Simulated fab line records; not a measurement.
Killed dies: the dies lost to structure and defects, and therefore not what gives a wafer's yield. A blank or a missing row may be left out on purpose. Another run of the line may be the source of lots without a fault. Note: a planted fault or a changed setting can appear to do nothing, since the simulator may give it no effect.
Split-lot study	flow n5-finfet	21 wafers read from 7 lots, route of 1938 steps

== THE SPLIT ITSELF ==
At N5_BEOL_M11_COAT_22 (resist thk 90 nm), the setting spin-rpm was moved away from the recipe's 1500 rpm on 9 of the 21 wafers read, by -7.3% to +11.1%. This setting was run at the recipe's value on the other wafers.

== FROM THE SPLIT TO THE READING: what the file shows between them, 4 steps ==
- N5_BEOL_M11_EBR_24
- N5_BEOL_M11_SOFTBAKE_23: time 60 s
- N5_BEOL_M11_EXPOSE_25: exposes mask V10
- N5_BEOL_M11_PEB_26: peb time 60 s

== THE READING ==
CAR-ArF_of_BEOL_M11_COAT_22.thk-nm (the simulator's own value, which no gauge read), in nm, at N5_BEOL_M11_DEVELOP_27 (develop time 30 s). No usual value for it is given in the file. Here, 12 wafers ran the recipe; their average is 88.5 nm with a standard deviation of 0.22 nm.

wafer	tool, chamber at the split	spin-rpm as run, rpm	against the recipe	CAR-ArF_of_BEOL_M11_COAT_22.thk-nm, nm	against lot-mates on the recipe
L075.1	litho-track-01, 0	1391	-7.3%	92.6	+3.8
L075.5	litho-track-01, 0	1391	-7.3%	92.2	+3.4
L075.6	litho-track-01, 0	1500	recipe	88.8	-
L083.2	litho-track-03, 0	1500	recipe	88.6	-
L083.5	litho-track-03, 0	1500	recipe	88.6	-
L083.6	litho-track-03, 0	1500	recipe	88.6	-
L086.2	litho-track-02, 0	1578	+5.2%	86	-2.2
L086.4	litho-track-02, 0	1578	+5.2%	86	-2.2
L086.3	litho-track-02, 0	1500	recipe	88.2	-
L087.1	litho-track-02, 0	1666	+11.1%	83.8	-4.4
L087.4	litho-track-02, 0	1666	+11.1%	83.8	-4.4
L087.6	litho-track-02, 0	1500	recipe	88.2	-
L090.1	litho-track-03, 0	1500	recipe	88.6	-
L090.4	litho-track-03, 0	1621	+8.1%	85	-3.6
L090.5	litho-track-03, 0	1621	+8.1%	85.2	-3.4
L091.2	litho-track-02, 0	1500	recipe	88.4	-
L091.4	litho-track-02, 0	1500	recipe	88.6	-
L091.6	litho-track-02, 0	1500	recipe	88.2	-
L095.1	litho-track-02, 0	1666	+11.1%	84.2	-4.6
L095.2	litho-track-02, 0	1500	recipe	88.8	-
L095.3	litho-track-02, 0	1500	recipe	88.8	-

THE FIT
A straight line over all 21 wafers: CAR-ArF_of_BEOL_M11_COAT_22.thk-nm changes by -0.45 nm for each +1% of spin-rpm; r = -0.99; the points scatter about the line by 0.31 nm.
The same after taking each lot's own level away (the mean of its wafers on the recipe; 21 wafers): -0.432 nm for each +1%; r = -1.00; scatter 0.2 nm.
That fit puts the effect of the largest move of spin-rpm on the reading at 4.8 nm.
Across the lots, their own levels run from 88.20 to 88.80 nm, a range of 2.7 times the standard deviation given above.
So the lot-to-lot level changes the slope little: the two slopes agree.
Check: -4.76 nm against its lot-mates is what the line predicts for one of the wafers moved furthest among these (+11.1%) when that wafer is left out of the fit. It came out at -4.4 nm against them.

== THE WHOLE CHAIN: every reading that the file lists as answering this split, in the file's order ==
step	what it does	reading	change (the file's fit)	r (the file's)
N5_BEOL_M11_COAT_22	resist thk 90 nm	CAR-ArF_of_BEOL_M11_COAT_22.thk-nm (the simulator's own value, which no gauge read)	-0.431 nm for each +1% of the setting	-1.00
N5_BEOL_M11_DEVELOP_27	develop time 30 s	CAR-ArF_of_BEOL_M11_COAT_22.thk-nm (the simulator's own value, which no gauge read)	-0.424 nm for each +1% of the setting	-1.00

== THE FILE'S OWN FIT ==
CAR-ArF_of_BEOL_M11_COAT_22.thk-nm changes by -0.424 nm for each +1% of spin-rpm, r = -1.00.
